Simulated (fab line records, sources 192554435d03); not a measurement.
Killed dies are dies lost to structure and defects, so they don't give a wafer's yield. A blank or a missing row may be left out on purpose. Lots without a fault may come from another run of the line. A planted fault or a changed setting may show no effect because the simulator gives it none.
Chamber matching | flow n5_finfet | N5_HKMG_FIN_ALD_75 on ald_hk-01: 4 sister chambers
The step deposits Al2O3, target thk 1 nm, co reactant pulse time 1 s. 8 wafers are shown with their chamber, then 10 later ones without.

WAFERS WITH THEIR CHAMBER
wafer  | chamber | heater_power_w (W) | precursor_pulse_height_rel
L086.1 | 2       | 134                | 0.995
L090.2 | 3       | 160                | 0.961
L090.5 | 1       | 172                | 0.986
L091.4 | 3       | 161                | 1.005
L091.5 | 1       | 175                | 1.030
L091.6 | 0       | 142                | 1.031
L094.1 | 0       | 145                | 0.999
L094.3 | 2       | 135                | 0.971

WAFERS WITHOUT THEIR CHAMBER
wafer  | heater_power_w (W) | precursor_pulse_height_rel
L094.5 | 155                | 1.036
L095.3 | 161                | 1.002
L095.4 | 140                | 1.005
L095.5 | 142                | 0.958
L096.3 | 147                | 0.956
L096.5 | 136                | 0.988
L096.6 | 159                | 0.967
L097.1 | 136                | 1.010
L097.2 | 172                | 1.037
L097.6 | 144                | 1.039

WHICH CHAMBER EACH WENT THROUGH
wafer  | from the rows above     | in truth
L094.5 | 3                       | 3
L095.3 | 3                       | 3
L095.4 | can't be placed: 0 or 2 | 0
L095.5 | 0                       | 0
L096.3 | 0                       | 0
L096.5 | 2                       | 2
L096.6 | 3                       | 3
L097.1 | 2                       | 2
L097.2 | 1                       | 1
L097.6 | 0                       | 0
Placed correctly: 9 of 10. Can't be placed from these rows: 1 (the true chamber is among the candidates in 1). Placed wrongly: 0.
How it was worked out, from the rows above alone: a wafer's distance from a chamber is the root of the sum, over the readings, of the square of ((its reading less the chamber's mean) divided by the reading's scatter). The wafer belongs to the nearest chamber; if the next one is less than 2 further off, it can't be placed. A chamber's mean is the mean of its shown wafers. The scatter: the root of (the sum of the squares of (reading less its chamber's mean) over the shown wafers, divided by (wafers less chambers)).
